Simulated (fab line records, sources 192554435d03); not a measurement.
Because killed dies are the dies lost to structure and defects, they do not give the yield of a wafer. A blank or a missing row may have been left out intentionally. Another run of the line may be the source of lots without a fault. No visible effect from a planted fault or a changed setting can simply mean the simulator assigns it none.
Chamber matching | flow n5Finfet | 4 sister chambers for N5_BEOL_M0_ETCH_128 on rieDiel-06
The step etches SiCN in CF4/N2, target depth 12 nm, overetch 5.1 nm, time 21.4 s. 8 wafers are shown with their chamber, then 10 later ones without.

== WAFERS PAIRED WITH THEIR CHAMBERS ==
wafer  | chamber | showerheadPlenumPTorr (Torr) | throttleValvePct (%)
L082.4 | 1       | 2.18                         | 15.62
L082.5 | 0       | 2.13                         | 15.17
L083.6 | 1       | 2.18                         | 15.64
L084.2 | 3       | 2.18                         | 15.78
L084.5 | 2       | 2.24                         | 15.46
L084.6 | 3       | 2.18                         | 15.78
L085.2 | 0       | 2.13                         | 15.17
L085.3 | 2       | 2.23                         | 15.49

== WAFERS MISSING THEIR CHAMBER ==
wafer  | showerheadPlenumPTorr (Torr) | throttleValvePct (%)
L085.5 | 2.23                         | 15.48
L088.1 | 2.23                         | 15.47
L088.2 | 2.17                         | 15.67
L088.3 | 2.17                         | 15.81
L087.3 | 2.23                         | 15.49
L087.4 | 2.17                         | 15.79
L087.5 | 2.13                         | 15.19
L095.4 | 2.12                         | 15.23
L095.5 | 2.23                         | 15.51
L095.6 | 2.17                         | 15.68

== THE CHAMBER EACH PASSED THROUGH ==
wafer  | from the rows above | in truth
L085.5 | 2                   | 2
L088.1 | 2                   | 2
L088.2 | 1                   | 1
L088.3 | 3                   | 3
L087.3 | 2                   | 2
L087.4 | 3                   | 3
L087.5 | 0                   | 0
L095.4 | 0                   | 0
L095.5 | 2                   | 2
L095.6 | 1                   | 1
10 of 10 placed correctly. Can't be placed from these rows: 0. Number placed wrongly: 0.
How it was worked out, from the rows above alone: a wafer's distance from a chamber is the root of the sum, over the readings, of the square of ((its reading less the chamber's mean) divided by the reading's scatter). If the next closest chamber is less than 2 further off than the closest, the wafer can't be placed; otherwise it belongs to the closest. Each chamber's mean is taken over the wafers shown for it. The scatter: the root of (the sum of the squares of (reading less its chamber's mean) over the shown wafers, divided by (wafers less chambers)).
